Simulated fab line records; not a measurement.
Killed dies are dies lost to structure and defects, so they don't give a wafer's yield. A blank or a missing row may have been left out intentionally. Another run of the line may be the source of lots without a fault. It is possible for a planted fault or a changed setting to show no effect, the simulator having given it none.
The tool behind it: which one? ; flow nand harc ; route of 1302 steps, sampled at 1 step: 12 lots, 36 wafers

WHAT THE GAUGES SHOWED, per wafer
NHARC_P_M0_INSPECT_11.
lot;measured;on;raw defect count
L075;day 6 09:58;defect inspect-01;1 9 1
L077;day 7 03:31;defect inspect-02;1 2 0
L079;day 8 04:27;defect inspect-02;3 2 2
L081;day 9 00:33;defect inspect-01;7 2 5
L083;day 9 17:33;defect inspect-01;4 5 4
L085;day 10 13:24;defect inspect-01;5 7 10
L087;day 11 13:40;defect inspect-01;8 5 5
L089;day 12 03:50;defect inspect-02;4 6 1
L091;day 12 22:45;defect inspect-01;8 6 1
L093;day 13 22:37;defect inspect-01;7 6 7
L095;day 15 09:27;defect inspect-02;3 4 2
L097;day 15 21:20;defect inspect-01;7 5 10

TOOL THAT RAN EACH LOT (tool first, then ch and the chambers of the sampled wafers, then the start)
Record: no process step prior to these readings.

THE ANSWER, worked out from the rows above alone
Rule: the usual values come from the lots themselves. The widest of any qualifying gaps counts: lots, ordered by their means at a reading, are off when they make up no more than a third of the lots, leave a main group of 4 or more, and stand apart from it by 3 or more times the standard deviation of that group's means. A main group is skipped when, at the precision printed for the reading in the tables above, its means are all equal. A lot without any number at a reading at which 4 lots or more have one is off too. All remaining lots with rows at the step are treated as sound.
Across all readings shown, no lot is off: no conclusion can be drawn from this.

WHAT THE SIMULATOR PUT IN
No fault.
